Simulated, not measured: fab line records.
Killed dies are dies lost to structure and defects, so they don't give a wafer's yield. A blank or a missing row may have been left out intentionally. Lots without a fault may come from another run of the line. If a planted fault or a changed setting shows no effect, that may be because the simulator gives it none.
The tool behind it: which one? + flow n5Finfet + 34 wafers from 12 lots sampled at 3 of the route's 1938 steps

== WHAT THE GAUGES SHOWED, per wafer ==
N5_MIM_TOP_LITHO_OVL_MEAS_11. Usual: for MIM_TOP_OVL the level is -1 nm and the standard deviation is 5.1.
| lot  | measured     | on         | MIM_TOP_OVL (nm) | flag |
|------|--------------|------------|------------------|------|
| L815 | day 11 14:48 | overlay-01 | -1 -4 -1         |      |
| L816 | day 12 02:39 | overlay-02 | 1 -2 1           |      |
| L817 | day 12 14:13 | overlay-01 | -3 -6 -8         |      |
| L819 | day 13 02:32 | overlay-01 | -8 -1 -6         |      |
| L821 | day 13 21:18 | overlay-01 | -4 -8 5          |      |
| L829 | day 15 11:18 | overlay-01 | -7 1             |      |
| L830 | day 16 02:27 | overlay-02 | 6 5 2            |      |
| L834 | day 16 12:55 | overlay-02 | -11 -10 -6       |      |
| L837 | day 17 12:38 | overlay-02 | 5 -1 -4          |      |
| L835 | day 18 02:18 | overlay-02 | 3 -9 -4          |      |
| L836 | day 18 04:06 | overlay-01 | 2 -2             |      |
| L838 | day 18 21:55 | overlay-01 | -5 -4 -7         |      |

N5_MIM_TOP_LITHO_INSPECT_12: inspects for defects (macro). Usual: rawDefectCount at 2.1, with a standard deviation of 1.4.
| lot  | measured     | on               | rawDefectCount | flag |
|------|--------------|------------------|----------------|------|
| L815 | day 11 14:50 | defectInspect-01 | 1 1 3          |      |
| L816 | day 12 02:40 | defectInspect-02 | 2 0 4          |      |
| L817 | day 12 14:15 | defectInspect-02 | 4 3 0          |      |
| L819 | day 13 02:34 | defectInspect-01 | 1 4 3          |      |
| L821 | day 13 21:20 | defectInspect-01 | 2 1 5          |      |
| L829 | day 15 11:20 | defectInspect-02 | 1 3            |      |
| L830 | day 16 02:29 | defectInspect-02 | 2 1 3          |      |
| L834 | day 16 12:56 | defectInspect-02 | 4 2 2          |      |
| L837 | day 17 12:39 | defectInspect-02 | 2 1 0          |      |
| L835 | day 18 02:19 | defectInspect-02 | 1 3 3          |      |
| L836 | day 18 04:08 | defectInspect-02 | 1 5            |      |
| L838 | day 18 21:56 | defectInspect-01 | 3 3 4          |      |

== WHAT TOOL EACH LOT RAN ON (gives the tool, then ch and the chambers of the sampled wafers, and finally the start) ==
| lot  | N5_MIM_TOP_ALD_02                          |
|------|--------------------------------------------|
| L815 | aldHk-02 ch 2,3, day 11 14:48 or earlier   |
| L816 | aldHk-02 ch 1,2,3, day 12 02:39 or earlier |
| L817 | aldHk-01 ch 0,3, day 12 14:13 or earlier   |
| L819 | aldHk-01 ch 0,1,3, day 13 02:32 or earlier |
| L821 | aldHk-01 ch 0,1,2, day 13 21:18 or earlier |
| L829 | aldHk-01 ch 0, day 15 11:18 or earlier     |
| L830 | aldHk-02 ch 0,1,3, day 16 02:27 or earlier |
| L834 | aldHk-01 ch 0,2,3, day 16 12:55 or earlier |
| L837 | aldHk-02 ch 0,2,3, day 17 12:38 or earlier |
| L835 | aldHk-01 ch 0,3, day 18 02:18 or earlier   |
| L836 | aldHk-02 ch 1,3, day 18 04:06 or earlier   |
| L838 | aldHk-03 ch 0,1,2, day 18 21:55 or earlier |
- N5_MIM_TOP_ALD_02: deposits Al2O3, purge time 3 s, co reactant pulse time 3 s.

== WHAT THE TOOLS THEMSELVES READ (means of the sampled wafers that have a number; where no wafer has one, the mark that the record gives instead) ==
N5_MIM_TOP_ALD_02. Usual: precursorPulseHeightRel at 0.999, with a standard deviation of 0.021.
| lot  | tool     | precursorPulseHeightRel | flag |
|------|----------|-------------------------|------|
| L815 | aldHk-02 | 0.981                   |      |
| L816 | aldHk-02 | 1.010                   |      |
| L817 | aldHk-01 | 0.980                   |      |
| L819 | aldHk-01 | 0.990                   |      |
| L821 | aldHk-01 | 0.999                   |      |
| L829 | aldHk-01 | 1.018                   |      |
| L830 | aldHk-02 | 0.984                   |      |
| L834 | aldHk-01 | 1.009                   |      |
| L837 | aldHk-02 | 0.978                   |      |
| L835 | aldHk-01 | 1.001                   |      |
| L836 | aldHk-02 | 1.011                   |      |
| L838 | aldHk-03 | 1.017                   |      |

== THE ANSWER, worked out from the rows above alone ==
Rule: a lot is off if the mean of its wafers that have a number lies more than 3 standard deviations from the usual mean. Also off: a lot with no number at a reading for which 4 or more lots have one. Any other lot the step has rows for is counted as sound. The gauges are gone through in route order, then the tools' own readings, and for those a lot's mean is taken as printed above. At the first step where some lot is off, the reading lying furthest off is the one used; lots without a number count as furthest.
No lot is off on any of the readings shown, so nothing can be concluded from this.

== WHAT HAD BEEN PUT IN BY THE SIMULATOR ==
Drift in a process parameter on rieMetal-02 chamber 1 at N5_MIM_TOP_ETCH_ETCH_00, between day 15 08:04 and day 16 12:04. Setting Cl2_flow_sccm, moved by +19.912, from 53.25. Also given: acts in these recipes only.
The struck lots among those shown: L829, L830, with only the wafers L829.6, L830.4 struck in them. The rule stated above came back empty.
